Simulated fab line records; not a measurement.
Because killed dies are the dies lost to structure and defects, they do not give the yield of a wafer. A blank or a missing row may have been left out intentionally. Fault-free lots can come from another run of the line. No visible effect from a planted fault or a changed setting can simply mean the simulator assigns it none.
The tool behind it: which one? -- flow nand-harc -- Sampling: 9 lots, 27 wafers, 7 of 1302 route steps

WHAT EACH GAUGE READ, for each wafer
NHARC_A_CHANNEL_HOLE_D2_CD_MEAS_31.
lot,measured,on,cd-nm (nm)
L352,day 13 11:18,cd-sem-03,89.5 87.5 89.0
L355,day 15 06:08,cd-sem-03,3.0 1.6 0.8
L354,day 15 06:20,cd-sem-01,0.6 0.1 0.5
L356,day 15 10:17,cd-sem-02,2.0 2.1 1.1
L359,day 16 16:54,cd-sem-02,90.5 88.3 89.7
L368,day 20 02:57,cd-sem-01,91.2 89.2 88.7
L371,day 22 02:47,cd-sem-03,90.3 88.1 89.4
L373,day 22 19:38,cd-sem-02,90.8 91.4 91.5
L374,day 22 19:46,cd-sem-02,88.5 91.4 88.9

NHARC_END_SORT_01.
lot,measured,on,killed-at-array,killed-at-other,killed-at-periphery,killed-dies,killed-open,killed-short
L355,day 26 00:58,prober-02,670 672 666,1 2 7,6 3 4,677 677 677,3 2 6,2 2 1
L354,day 26 08:28,prober-01,675 675 675,0 1 1,2 1 1,677 677 677,5 0 4,4 0 1
L356,day 26 12:20,prober-02,675 675 675,1 1 1,1 1 1,677 677 677,4 6 3,4 0 5

WHAT TOOL EACH LOT RAN ON (gives the tool, then ch and the chambers of the sampled wafers, and finally the start)
lot,NHARC_A_CHANNEL_HOLE_D2_ETCH_39,NHARC_A_CHANNEL_HOLE_D2_ETCH_16,NHARC_A_CHANNEL_HOLE_D2_ETCH_21,NHARC_A_CHANNEL_HOLE_D2_ETCH_22,NHARC_A_CHANNEL_HOLE_D2_XSEM_32
L352,"rie-diel-09 ch 0,2, day 13 06:17 or earlier","rie-diel-09 ch 2,3, day 13 06:17 or earlier","har-etch-01 ch 0,1, day 13 06:17","har-etch-01 ch 0,1, day 13 06:45","xsem-01 ch 0, day 13 11:23"
L355,"rie-diel-05 ch 0,1,2, day 15 01:02 or earlier","rie-diel-05 ch 0,1,3, day 15 01:02 or earlier","har-etch-02 ch 0,1, day 15 01:02","har-etch-02 ch 0,1, day 15 01:28","xsem-01 ch 0, day 15 06:13"
L354,"rie-diel-10 ch 1,2, day 15 01:28 or earlier","rie-diel-10 ch 0,3, day 15 01:28 or earlier","har-etch-01 ch 0,1, day 15 01:28","har-etch-01 ch 0,1, day 15 01:58","xsem-02 ch 0, day 15 06:26"
L356,"rie-diel-09 ch 2,3, day 15 05:16 or earlier","rie-diel-09 ch 0,1,2, day 15 05:16 or earlier","har-etch-02 ch 0,1, day 15 05:16","har-etch-02 ch 0,1, day 15 05:44","xsem-01 ch 0, day 15 10:22"
L359,"rie-diel-09 ch 1,2,3, day 16 11:47 or earlier","rie-diel-09 ch 0,1,2, day 16 11:47 or earlier","har-etch-01 ch 0,1, day 16 11:47","har-etch-01 ch 0,1, day 16 12:14","xsem-02 ch 0, day 16 16:59"
L368,"rie-diel-05 ch 2,3, day 19 21:59 or earlier","rie-diel-05 ch 0,1,2, day 19 21:59 or earlier","har-etch-02 ch 0,1, day 19 21:59","har-etch-02 ch 0,1, day 19 22:29","xsem-01 ch 0, day 20 03:02"
L371,"rie-diel-05 ch 0,1,2, day 21 21:41 or earlier","rie-diel-05 ch 0,2,3, day 21 21:41 or earlier","har-etch-01 ch 0,1, day 21 21:41","har-etch-01 ch 0,1, day 21 22:07","xsem-02 ch 0, day 22 02:52"
L373,"rie-diel-09 ch 1,2, day 22 14:40 or earlier","rie-diel-09 ch 0,2,3, day 22 14:40 or earlier","har-etch-01 ch 0,1, day 22 14:40","har-etch-01 ch 0,1, day 22 15:08","xsem-02 ch 0, day 22 19:44"
L374,"rie-diel-05 ch 2,3, day 22 14:45 or earlier","rie-diel-05 ch 0,3, day 22 14:45 or earlier","har-etch-02 ch 0,1, day 22 14:45","har-etch-02 ch 0,1, day 22 15:13","xsem-01 ch 0, day 22 19:52"
- NHARC_A_CHANNEL_HOLE_D2_ETCH_39: etches the open film in N2/H2, target depth 260 nm, time 325 s.
- NHARC_A_CHANNEL_HOLE_D2_ETCH_16: etches the open film in O2/COS, target depth 3100 nm, time 806 s.
- NHARC_A_CHANNEL_HOLE_D2_ETCH_21: etches the open film in C4F8/O2/Ar, time 514.3 s, target depth 1600 nm.
- NHARC_A_CHANNEL_HOLE_D2_ETCH_22: etches the open film in C4F8/O2/Ar, time 666.7 s, target depth 1600 nm.
- NHARC_A_CHANNEL_HOLE_D2_XSEM_32

AS READ BY THE TOOLS THEMSELVES (means over the sampled wafers that have a number; for cases with no such wafer, the mark the record gives instead)
NHARC_A_CHANNEL_HOLE_D2_ETCH_39.
lot,tool,bias-w (W),chamber-pressure-mTorr (mTorr),drypump-motor-current-A (A),n2-flow-sccm (sccm),oes-product-au (a.u.),rf-vpp-V (V),showerhead-plenum-p-Torr (Torr),throttle-valve-pct (%)
L352,rie-diel-09,149.8,29.983,5.7,149.9,0.993,430.8,2.06,14.170
L355,rie-diel-05,150.2,29.983,5.6,149.7,1.006,430.9,2.06,14.168
L354,rie-diel-10,149.7,30.027,5.6,149.5,1.020,431.7,2.07,14.163
L356,rie-diel-09,149.7,30.015,5.8,150.6,0.991,430.9,2.05,14.169
L359,rie-diel-09,149.7,29.989,6.2,150.0,0.991,430.2,2.04,14.170
L368,rie-diel-05,149.7,30.009,5.8,150.2,1.006,428.1,1.95,14.171
L371,rie-diel-05,150.2,29.981,5.6,150.1,1.001,431.5,2.06,14.172
L373,rie-diel-09,149.5,29.987,6.1,149.8,0.995,429.7,2.00,14.172
L374,rie-diel-05,150.2,30.007,5.5,150.2,1.009,429.3,1.99,14.169

NHARC_A_CHANNEL_HOLE_D2_ETCH_16.
lot,tool,bias-w (W),chamber-pressure-mTorr (mTorr),drypump-motor-current-A (A),o2-flow-sccm (sccm),oes-product-au (a.u.),rf-vpp-V (V),showerhead-plenum-p-Torr (Torr),throttle-valve-pct (%)
L352,rie-diel-09,300.0,20.006,5.9,399.5,1.001,315.3,3.21,28.331
L355,rie-diel-05,299.8,19.997,5.9,400.3,1.004,314.1,3.09,28.335
L354,rie-diel-10,300.7,19.989,5.6,400.4,1.009,314.5,3.10,28.335
L356,rie-diel-09,299.8,20.008,6.0,400.8,0.999,314.6,3.14,28.321
L359,rie-diel-09,300.2,19.981,6.1,400.5,0.994,314.1,3.14,28.327
L368,rie-diel-05,299.5,19.983,5.6,400.6,1.005,314.4,3.15,28.328
L371,rie-diel-05,298.9,19.981,5.9,400.6,1.007,313.8,3.11,28.328
L373,rie-diel-09,300.9,19.991,5.8,399.8,0.993,315.6,3.21,28.330
L374,rie-diel-05,299.9,20.016,6.2,399.9,1.016,313.1,3.04,28.331

NHARC_A_CHANNEL_HOLE_D2_ETCH_21.
lot,tool,c4f8-flow-sccm (sccm),chamber-pressure-mTorr (mTorr),drypump-motor-current-A (A),o2-flow-sccm (sccm),showerhead-plenum-p-Torr (Torr),throttle-valve-pct (%)
L352,har-etch-01,89.21,19.993,5.4,35.67,3.65,32.159
L355,har-etch-02,89.10,20.008,6.2,35.64,3.72,32.152
L354,har-etch-01,89.33,20.017,5.3,35.74,3.64,32.148
L356,har-etch-02,89.29,19.983,6.5,35.66,3.82,32.151
L359,har-etch-01,89.25,20.014,5.3,35.65,3.63,32.150
L368,har-etch-02,89.07,20.019,6.5,35.77,3.89,32.164
L371,har-etch-01,89.25,20.011,5.3,35.76,3.58,32.158
L373,har-etch-01,89.13,20.003,5.4,35.58,3.53,32.147
L374,har-etch-02,89.49,20.003,6.5,35.68,3.88,32.166

NHARC_A_CHANNEL_HOLE_D2_ETCH_22.
lot,tool,c4f8-flow-sccm (sccm),chamber-pressure-mTorr (mTorr),drypump-motor-current-A (A),o2-flow-sccm (sccm),showerhead-plenum-p-Torr (Torr),throttle-valve-pct (%)
L352,har-etch-01,89.15,19.998,5.4,35.63,3.65,32.153
L355,har-etch-02,-,-,-,-,-,-
L354,har-etch-01,-,-,-,-,-,-
L356,har-etch-02,-,-,-,-,-,-
L359,har-etch-01,89.26,20.019,5.3,35.74,3.63,32.157
L368,har-etch-02,89.33,19.991,6.5,35.70,3.89,32.160
L371,har-etch-01,89.49,19.997,5.3,35.73,3.58,32.157
L373,har-etch-01,89.10,20.009,5.3,35.61,3.53,32.166
L374,har-etch-02,89.21,19.998,6.5,35.62,3.87,32.148

NHARC_A_CHANNEL_HOLE_D2_XSEM_32.
lot,tool,bot-cd-nm (nm),bow-nm (nm),tilt-deg (degrees)
L352,xsem-01,73.7,8.82,0.16
L355,xsem-01,1.4,0.26,0.02
L354,xsem-02,0.4,0.56,-0.02
L356,xsem-01,2.4,0.05,0.07
L359,xsem-02,74.5,8.57,0.05
L368,xsem-01,74.7,8.33,0.11
L371,xsem-02,73.6,8.58,0.11
L373,xsem-02,76.5,8.81,0.05
L374,xsem-01,74.3,8.96,0.06

THE ANSWER, worked out from the rows above alone
Rule: what is usual is taken from the lots themselves. Put in order of their means at a reading, lots are off if they are a third of the lots or fewer, leave a main group of 4 or more, and stand apart from it by a gap of 3 or more times the standard deviation of the main group's means; of several such gaps the widest counts. A main group whose means are all the same, to the digits that the tables above print for the reading, isn't used. Also off: a lot with no number at a reading for which 4 or more lots have one. All remaining lots with rows at the step are treated as sound. First the gauges in route order, then the tools' own readings, where a lot's mean is used as printed above. At the first step where some lot is off, the reading lying furthest off is the one used; lots without a number count as furthest.
Off at NHARC_A_CHANNEL_HOLE_D2_CD_MEAS_31 (cd-nm): L355, L354, L356. For the main group the mean is 89.7 nm and the standard deviation 0.78.
A tool fits if, at a process step before that reading, it ran every lot that is off, and no sound lot after the first of them. The gauges at NHARC_A_CHANNEL_HOLE_D2_CD_MEAS_31 aren't tried: what is off there is off at NHARC_A_CHANNEL_HOLE_D2_ETCH_22 too, on other tools, and a gauge's error can't cause that. NHARC_A_CHANNEL_HOLE_D2_ETCH_39: start missing for some lots; hours and lot order therefore follow NHARC_A_CHANNEL_HOLE_D2_ETCH_21. NHARC_A_CHANNEL_HOLE_D2_ETCH_16: start missing for some lots; hours and lot order therefore follow NHARC_A_CHANNEL_HOLE_D2_ETCH_21. Of those tried, none fits.

WHAT THE SIMULATOR PUT IN
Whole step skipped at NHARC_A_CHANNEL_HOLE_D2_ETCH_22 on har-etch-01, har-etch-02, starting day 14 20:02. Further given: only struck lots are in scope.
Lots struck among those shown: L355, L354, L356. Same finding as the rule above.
